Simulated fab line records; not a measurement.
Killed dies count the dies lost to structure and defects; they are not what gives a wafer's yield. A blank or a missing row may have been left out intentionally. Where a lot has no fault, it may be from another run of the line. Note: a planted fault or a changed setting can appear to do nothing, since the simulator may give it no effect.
Chamber matching	flow n5 finfet	N5_BEOL_M12_DEP_53 on pecvd-02: 3 sister chambers
The step deposits SiCN from 3MS/NH3, target thk 30 nm, time 10.5 s. 20 wafers are shown with their chamber, then 10 later ones without.

== WAFERS PAIRED WITH THEIR CHAMBERS ==
wafer	chamber	showerhead vpp V (V)	showerhead plenum p Torr (Torr)	throttle valve pct (%)
L075.1	1	1650	4.155	18.6
L075.3	2	1680	4.135	17.9
L075.5	1	1638	4.147	18.8
L076.2	2	1678	4.129	17.7
L076.3	0	1527	4.183	18.4
L076.5	0	1544	4.172	18.2
L077.3	1	1650	4.153	18.9
L077.5	2	1668	4.136	18.0
L077.6	0	1524	4.179	18.3
L080.1	0	1538	4.181	18.5
L080.3	1	1607	4.158	18.8
L080.5	2	1683	4.120	17.6
L079.2	0	1546	4.168	18.6
L079.3	1	1622	4.141	18.5
L079.6	1	1655	4.165	18.7
L091.1	2	1685	4.127	18.2
L091.3	0	1511	4.180	18.4
L091.5	0	1533	4.193	18.3
L092.1	1	1605	4.162	19.0
L092.2	2	1667	4.125	18.2

SIGNATURES (averages over the wafers above)
reading	chamber 0	chamber 1	chamber 2	scatter within a chamber
showerhead vpp V	1531.86	1632.43	1676.83	15.1
showerhead plenum p Torr	4.17943	4.15443	4.12867	0.00763
throttle valve pct	18.386	18.757	17.933	0.188
Rule: for each reading, subtract the chamber's mean from the wafer's reading, divide by that reading's scatter and square the result; add these up over the readings and take the root, which gives the wafer's distance from the chamber. If the next closest chamber is less than 2 further off than the closest, the wafer can't be placed; otherwise it belongs to the closest. How the scatter is found: for the shown wafers, subtract from each reading the mean of its chamber, square and add these, divide the total by (wafers less chambers), then take the root.

== WAFERS MISSING THEIR CHAMBER ==
wafer	showerhead vpp V (V)	showerhead plenum p Torr (Torr)	throttle valve pct (%)
L092.6	1556	4.181	18.3
L093.1	1550	4.185	18.4
L093.4	1659	4.164	18.7
L093.5	1530	4.172	18.5
L096.2	1634	4.152	18.9
L096.3	1660	4.123	17.9
L096.5	1666	4.129	18.2
L095.1	1656	4.119	18.3
L095.2	1616	4.160	19.0
L095.4	1636	4.163	18.9

== WHICH CHAMBER EACH ONE RAN IN ==
wafer	from the rows above	in truth
L092.6	0	0
L093.1	0	0
L093.4	1	1
L093.5	0	0
L096.2	1	1
L096.3	2	2
L096.5	2	2
L095.1	2	2
L095.2	1	1
L095.4	1	1
10 of 10 placed correctly. Can't be placed from these rows: 0. 0 placed wrongly.
